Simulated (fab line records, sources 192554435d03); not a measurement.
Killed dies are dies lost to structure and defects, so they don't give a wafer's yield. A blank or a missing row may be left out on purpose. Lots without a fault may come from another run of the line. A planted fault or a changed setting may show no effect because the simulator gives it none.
Which tool did it? | flow n5_finfet | 12 lots, 31 wafers sampled, at 2 steps of a route of 1938

WHAT THE GAUGES READ, wafer by wafer
N5_MIM_BOT_LITHO_OVL_MEAS_11.
lot  | measured     | on         | MIM_BOT_OVL (nm)
L507 | day 13 08:04 | overlay-02 | -4 0 -2
L509 | day 13 11:10 | overlay-01 | 5 8
L511 | day 13 21:33 | overlay-01 | 5 5
L510 | day 14 02:08 | overlay-02 | 2 3
L514 | day 14 22:32 | overlay-01 | -2 -2 -4
L515 | day 15 08:14 | overlay-01 | 2 1 2
L517 | day 15 21:42 | overlay-02 | 7 1 7
L518 | day 16 21:27 | overlay-01 | 6 4
L524 | day 17 20:43 | overlay-01 | 9 10
L523 | day 18 04:05 | overlay-02 | 3 3 7
L527 | day 18 16:31 | overlay-02 | -1 1 1
L529 | day 19 04:41 | overlay-01 | 4 9 6

N5_PASSIVATION_OVL_MEAS_60.
lot  | measured     | on         | TV_OVL (nm)
L507 | day 13 09:35 | overlay-02 | 8 2 4
L509 | day 13 12:56 | overlay-01 | 5 2
L511 | day 14 01:32 | overlay-01 | 4 6
L510 | day 14 05:08 | overlay-01 | 1 4
L514 | day 14 23:56 | overlay-02 | -6 0 7
L515 | day 15 10:23 | overlay-02 | 1 -4 6
L517 | day 15 23:19 | overlay-01 | 6 7 1
L518 | day 16 23:07 | overlay-01 | 14 13
L524 | day 17 22:08 | overlay-02 | -8 -8
L523 | day 18 05:43 | overlay-02 | -1 -5 2
L527 | day 18 19:02 | overlay-01 | 6 2 9
L529 | day 19 06:19 | overlay-02 | 6 2 -2

WHICH TOOL RAN EACH LOT (tool, then ch and the chambers of the sampled wafers, then the start)
The record holds no process step before these readings.

WHAT THE TOOLS THEMSELVES READ (means of the sampled wafers that have a number; where no wafer has one, the mark that the record gives instead)
The record holds no such reading with a usual standard deviation.

THE ANSWER, worked out from the rows above alone
Rule: what is usual is taken from the lots themselves. Put in order of their means at a reading, lots are off if they are a third of the lots or fewer, leave a main group of 4 or more, and stand apart from it by a gap of 3 or more times the standard deviation of the main group's means; of several such gaps the widest counts. A main group whose means are all the same, to the digits that the tables above print for the reading, isn't used. A lot without any number at a reading at which 4 lots or more have one is off too. The other lots that the step has rows for count as sound. The gauges are gone through in route order, then the tools' own readings, and for those a lot's mean is taken as printed above. The first step at which some lot is off is used, and at that step the reading that is off furthest; a lot without a number counts as furthest.
No lot is off at any reading shown: from this, nothing can be told.

WHAT THE SIMULATOR HAD PUT IN
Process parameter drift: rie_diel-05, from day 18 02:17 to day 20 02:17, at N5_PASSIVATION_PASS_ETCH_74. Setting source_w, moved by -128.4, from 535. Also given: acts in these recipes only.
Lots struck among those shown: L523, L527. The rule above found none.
